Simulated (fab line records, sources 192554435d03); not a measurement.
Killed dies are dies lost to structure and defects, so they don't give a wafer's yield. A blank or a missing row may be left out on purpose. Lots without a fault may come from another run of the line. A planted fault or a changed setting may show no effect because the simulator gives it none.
fab line records | flow n5_finfet | part 2 of 2: steps 22 to 34 of 34
record lots=5 wafers=15 last_day=19
route steps=1938 shown BEOL_M8@1333
lots that met no fault: from a run of the same line without faults
start_h: hours from the record's first day to the start of the lot's first wafer shown | wait_h: hours since the lot's step before | " the same as in the row above | L1.1+2: a row that stands for several wafers | - no value, or no start given | * or withheld: withheld | < > ~ a bound
route shown NAME@n: a module of which the file shows steps, and the number in the route of the first | usual: mean/standard deviation of fault-free wafers | same: alike in all rows | chamber/n: place in a boat | sites: the reading at each site | _std_site: their standard deviation | _edge_site: outer sites' mean less inner sites' | radius_mm: how far each site lies from the wafer's centre | mask NAME#n: copy n | behind: the tool/chamber that last shaped the wafer | hold: why the lot was held/for how many hours/how that ended | device: the transistor (n, p or np) that didn't switch | end of line: the same wafers' tests at the end of the route | a step without rows: its recipe alone | killed: dies lost to structure and defects at the first sort, not the wafer's yield | map: a wafer's dies, x killed, . not, _ none there
set.NAME: the setting as run; set.NAME@STEP: as run at that earlier step | model.NAME: the simulator's own value behind a step, which no gauge read
lots at some steps of the route; a table a step, a row a wafer
services: from which hour (start_h, from the record's first day; less than 0 if before it) a tool's chamber was out of use, for how many hours, and why
## steps
# step N5_BEOL_M8_STRIP_19
# recipe chemistry=O2 power_w=400 temp_c=40 pressure_mtorr=30 rf_frequency_hz=6e+07 bias_power_w=0 overash_fraction=0.2 o2_flow_sccm=225
# usual chamber_pressure_mTorr=30.00/0.033 drypump_motor_current_A=5.8/0.51 oes_product_au=0.78/0.083 rf_vpp_V=3.6/0.59 showerhead_plenum_p_Torr=2.10/0.054 throttle_valve_pct=16.74/0.26
# columns lot.wafer tool chamber start_h wait_h chamber_pressure_mTorr drypump_motor_current_A oes_product_au rf_hours_counter_h rf_vpp_V showerhead_plenum_p_Torr throttle_valve_pct
L076.3 rie_diel-05 1 232.94 0.1 29.98 6.6 0.76 155 3.7 2.10 16.57
L076.5 " 2 " " 29.97 6.0 0.71 - 4.4 2.17 17.05
L076.6 " 1 " " 30.05 6.6 0.76 - 3.2 2.10 16.59
L093.1 rie_diel-05 1 362.49 0.1 30.07 6.6 0.73 199 4.0 2.08 16.65
L093.2 " 3 " " 30.04 6.0 0.75 153 2.9 2.01 16.94
L093.6 " 1 " " 29.96 6.6 0.73 - 3.8 2.08 16.66
L092.3 rie_diel-04 1 367.39 0.1 29.95 6.2 0.86 50 4.0 2.03 16.45
L092.4 " 3 " " 30.04 5.5 0.83 81 3.3 2.11 16.58
L092.5 " 1 " " 30.02 6.2 0.86 - 3.5 2.03 16.46
L094.4 rie_diel-01 1 371.22 0.1 30.03 5.6 0.70 236 3.9 2.08 17.03
L094.5 " 2 " " 29.98 5.0 0.87 - 5.5 2.13 16.35
L094.6 " 1 " " 29.99 5.6 0.71 - 4.1 2.08 17.02
L097.3 rie_diel-05 0 384.86 0.1 29.96 5.7 0.76 139 3.1 2.19 16.85
L097.4 " 3 " " 30.00 6.0 0.74 162 2.7 2.01 16.98
L097.6 " 0 " " 30.02 5.7 0.74 - 3.9 2.19 16.85
# step N5_BEOL_M8_CD_MEAS_18
# recipe pitch_nm=80 target_cd_nm=40
# usual cd_nm=39.7/0.52
# columns lot.wafer tool chamber start_h wait_h cd_nm
L076.3 cd_sem-03 - 233.01 0.1 39.6
L076.5 " - " " 40.0
L076.6 " - " " 39.9
L093.1 cd_sem-03 - 362.58 0.1 40.4
L093.2 " - " " 40.6
L093.6 " - " " 40.5
L092.3 cd_sem-02 - 367.46 0.1 40.5
L092.4 " - " " 40.7
L092.5 " - " " 40.0
L094.4 cd_sem-01 - 371.30 0.1 40.2
L094.5 " - " " 40.4
L094.6 " - " " 40.5
L097.3 cd_sem-03 - 384.93 0.1 40.1
L097.4 " - " " 39.2
L097.6 " - " " 40.1
# step N5_BEOL_M8_COAT_63
# recipe resist=SOC temp_c=250 time_s=60 spin_rpm=1500 resist_thk_nm=60
# columns lot.wafer tool chamber start_h wait_h
L076.3+5+6 litho_track-04 0 237.77 4.8
L093.1+2+6 litho_track-04 0 364.94 2.3
L092.3+4+5 litho_track-04 0 367.63 0.2
L094.4+5+6 litho_track-05 0 372.40 1.1
L097.3+4+6 litho_track-05 0 385.00 0.1
# step N5_BEOL_M8_COAT_64
# recipe resist=SiARC temp_c=220 time_s=60 spin_rpm=1500 resist_thk_nm=12
# columns lot.wafer tool chamber start_h wait_h
L076.3+5+6 litho_track-04 0 - -
L093.1+2+6 litho_track-04 0 - -
L092.3+4+5 litho_track-04 0 - -
L094.4+5+6 litho_track-05 0 - -
L097.3+4+6 litho_track-05 0 - -
# step N5_BEOL_M8_COAT_71
# recipe resist=underlayer temp_c=205 time_s=60 spin_rpm=1500 resist_thk_nm=5
# columns lot.wafer tool chamber start_h wait_h
L076.3+5+6 litho_track-04 0 - -
L093.1+2+6 litho_track-04 0 - -
L092.3+4+5 litho_track-04 0 - -
L094.4+5+6 litho_track-05 0 - -
L097.3+4+6 litho_track-05 0 - -
# step N5_BEOL_M8_COAT_22
# recipe resist=CAR-EUV spin_rpm=1500 resist_thk_nm=30
# columns lot.wafer tool chamber start_h wait_h
L076.3+5+6 litho_track-04 0 - -
L093.1+2+6 litho_track-04 0 - -
L092.3+4+5 litho_track-04 0 - -
L094.4+5+6 litho_track-05 0 - -
L097.3+4+6 litho_track-05 0 - -
# step N5_BEOL_M8_EBR_24
# recipe solvent=PGMEA ebr_width_mm=1.5
# columns lot.wafer tool chamber start_h wait_h
L076.3+5+6 litho_track-04 0 - -
L093.1+2+6 litho_track-04 0 - -
L092.3+4+5 litho_track-04 0 - -
L094.4+5+6 litho_track-05 0 - -
L097.3+4+6 litho_track-05 0 - -
# step N5_BEOL_M8_SOFTBAKE_23
# recipe temp_c=110 time_s=60 resist=CAR-EUV
# columns lot.wafer tool chamber start_h wait_h
L076.3+5+6 litho_track-04 0 - -
L093.1+2+6 litho_track-04 0 - -
L092.3+4+5 litho_track-04 0 - -
L094.4+5+6 litho_track-05 0 - -
L097.3+4+6 litho_track-05 0 - -
# step N5_BEOL_M8_EXPOSE_25
# recipe mask_id=V7 na=0.33 source_shape=annular sigma_inner=0.4 sigma_outer=0.8 polarization=unpolarized target_cd_nm=40 dose_mj=42.5
# usual exposure_dose_mJ_cm2=43.0/0.44 focus_offset_nm=0.0/0.48
# columns lot.wafer tool chamber start_h wait_h mask exposure_dose_mJ_cm2 focus_offset_nm
L076.3 euv_scanner-01 0 238.21 - V7#0 43.4 0.5
L076.5 " 0 " " V7#0 43.3 0.6
L076.6 " 0 " " V7#0 43.4 0.2
L093.1 euv_scanner-01 0 365.20 - V7#0 43.3 0.8
L093.2 " 0 " " V7#0 43.3 0.0
L093.6 " 0 " " V7#0 43.2 0.2
L092.3 euv_scanner-01 0 367.78 - V7#0 43.3 0.0
L092.4 " 0 " " V7#0 43.3 0.0
L092.5 " 0 " " V7#0 43.3 0.0
L094.4 euv_scanner-01 0 372.69 - V7#0 43.3 0.5
L094.5 " 0 " " V7#0 43.3 -0.3
L094.6 " 0 " " V7#0 43.3 0.5
L097.3 euv_scanner-01 0 385.15 - V7#0 43.3 -0.5
L097.4 " 0 " " V7#0 43.2 -0.8
L097.6 " 0 " " V7#0 43.2 -0.9
# step N5_BEOL_M8_PEB_26
# recipe peb_temp_c=100 peb_time_s=60 resist=CAR-EUV
# columns lot.wafer tool chamber start_h wait_h
L076.3+5+6 litho_track-01 0 238.27 0.0
L093.1+2+6 litho_track-05 0 365.26 0.1
L092.3+4+5 litho_track-01 0 367.83 0.0
L094.4+5+6 litho_track-04 0 372.74 0.0
L097.3+4+6 litho_track-01 0 385.20 0.0
# step N5_BEOL_M8_DEVELOP_27
# recipe develop_time_s=30 developer=TMAH resist=CAR-EUV rinse_liquid=surfactant_rinse dry=air_spin dev_temp_c=23
# columns lot.wafer tool chamber start_h wait_h
L076.3+5+6 litho_track-01 0 - -
L093.1+2+6 litho_track-05 0 - -
L092.3+4+5 litho_track-01 0 - -
L094.4+5+6 litho_track-04 0 - -
L097.3+4+6 litho_track-01 0 - -
# step N5_BEOL_M8_CD_MEAS_28
# recipe target_cd_nm=40 landing_energy_ev=500 detector=se_inlens
# usual cd_nm=39.96/0.19
# columns lot.wafer tool chamber start_h wait_h cd_nm
L076.3 cd_sem-01 0 238.34 - 39.92
L076.5 " 0 " " 39.92
L076.6 " 0 " " 40.18
L093.1 cd_sem-02 0 365.33 - 40.17
L093.2 " 0 " " 40.14
L093.6 " 0 " " 39.87
L092.3 cd_sem-01 0 367.90 - 40.08
L092.4 " 0 " " 39.63
L092.5 " 0 " " 40.13
L094.4 cd_sem-01 0 372.80 - 40.20
L094.5 " 0 " " 40.16
L094.6 " 0 " " 39.71
L097.3 cd_sem-01 0 385.27 - 39.86
L097.4 " 0 " " 40.06
L097.6 " 0 " " 39.87
# step N5_BEOL_M8_OVL_MEAS_29
# recipe points_per_wafer=522
# usual V7_OVL=0.4/0.6
# same points_per_wafer=522
# columns lot.wafer tool chamber start_h wait_h V7_OVL[nm]
L076.3 overlay-02 0 238.38 0.0 0.8
L076.5 " 0 " " 0.6
L076.6 " 0 " " -0.1
L093.1 overlay-01 0 365.36 0.0 0.3
L093.2 " 0 " " 0.0
L093.6 " 0 " " 0.3
L092.3 overlay-01 0 367.94 0.0 0.9
L092.4 " 0 " " 0.1
L092.5 " 0 " " 0.4
L094.4 overlay-01 0 372.85 0.0 0.4
L094.5 " 0 " " 1.2
L094.6 " 0 " " 0.3
L097.3 overlay-01 0 385.31 0.0 1.2
L097.4 " 0 " " 1.4
L097.6 " 0 " " 0.9
## services
# columns tool chamber start_h hours kind
euv_scanner-01 - 206.84 1.0 pm
pecvd-03 - 208.55 0.7 repair
pecvd-03 2 214.61 14.7 repair
rie_diel-04 0 214.62 7.9 repair
arfi_scanner-02 - 217.41 1.3 pm
arfi_scanner-02 - 233.52 1.0 repair
rie_diel-05 - 236.95 2.4 repair
euv_scanner-01 - 255.27 1.5 repair
euv_scanner-01 - 262.99 1.0 pm
euv_scanner-01 - 267.59 5.8 pm
arfi_scanner-02 - 268.85 3.1 pm
arfi_scanner-02 - 271.98 4.9 pm
rie_diel-04 2 287.32 7.5 repair
arfi_scanner-02 - 302.98 1.7 repair
rie_diel-04 2 308.08 5.8 repair
rie_diel-05 2 313.06 5.9 repair
euv_scanner-01 - 319.14 1.0 pm
rie_diel-04 2 326.28 1.8 repair
arfi_scanner-02 - 342.91 1.3 pm
arfi_scanner-02 - 349.70 1.5 pm
arfi_scanner-02 - 353.29 0.8 repair
euv_scanner-01 - 358.99 4.6 pm
euv_scanner-01 - 375.29 1.0 pm
euv_scanner-01 - 379.87 1.6 repair
